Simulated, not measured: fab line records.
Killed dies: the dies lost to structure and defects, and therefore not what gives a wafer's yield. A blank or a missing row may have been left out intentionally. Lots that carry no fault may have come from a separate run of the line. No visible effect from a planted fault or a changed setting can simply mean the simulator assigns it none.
Matching of chambers -- flow nand-harc -- NHARC_P_M2_DESCUM_14 on rie-diel-13 has 4 sister chambers
The step chemistry O2, time 3 s. 16 wafers are shown with their chamber, then 8 later ones without.

## EACH WAFER AND ITS CHAMBER
wafer,chamber,showerhead-plenum-p-Torr (Torr),drypump-motor-current-A (A),oes-product-au (a.u.)
L081.1,0,1.98,5.9,0.986
L081.3,2,1.79,5.2,0.985
L081.4,2,1.79,5.2,0.998
L083.1,2,1.79,5.2,0.991
L083.4,1,1.93,6.1,0.994
L083.6,0,1.98,6.0,0.991
L085.1,3,1.85,6.2,0.996
L085.2,0,1.97,5.9,0.992
L085.3,2,1.79,5.2,0.999
L088.2,1,1.93,6.1,1.009
L088.4,2,1.79,5.2,0.982
L088.5,3,1.85,6.2,0.993
L089.2,1,1.93,6.1,1.000
L089.4,2,1.79,5.2,1.003
L089.5,2,1.79,5.2,0.986
L091.3,3,1.85,6.2,0.990

SIGNATURES (means of the wafers above)
reading,chamber 0,chamber 1,chamber 2,chamber 3,scatter within a chamber
showerhead-plenum-p-Torr,1.9767,1.9300,1.7900,1.8500,0.00236
drypump-motor-current-A,5.933,6.100,5.200,6.200,0.0236
oes-product-au,0.98967,1.00100,0.99200,0.99300,0.00674
Rule: a wafer lies at a distance from a chamber equal to the root of the sum of squares, over the readings, of (its reading less the chamber's mean, divided by the reading's scatter). The wafer belongs to the nearest chamber; if the next one is less than 2 further off, it can't be placed. The scatter: take each reading less its chamber's mean, square it, sum over the shown wafers, divide by the number of wafers less the number of chambers, and take the root.

## WAFERS WHOSE CHAMBER IS MISSING
wafer,showerhead-plenum-p-Torr (Torr),drypump-motor-current-A (A),oes-product-au (a.u.)
L091.4,1.79,5.2,0.995
L091.6,1.97,5.9,1.014
L094.2,1.79,5.2,0.996
L094.4,1.97,5.9,1.000
L094.6,1.85,6.2,0.983
L095.2,1.97,5.9,0.995
L095.4,1.93,6.1,0.997
L095.6,1.97,5.9,1.000

## WHICH CHAMBER EACH WENT THROUGH
wafer,from the rows above,in truth
L091.4,2,2
L091.6,0,0
L094.2,2,2
L094.4,0,0
L094.6,3,3
L095.2,0,0
L095.4,1,1
L095.6,0,0
Placed correctly: 8 of 8. Left unplaced by these rows: 0. Wrongly placed: 0.
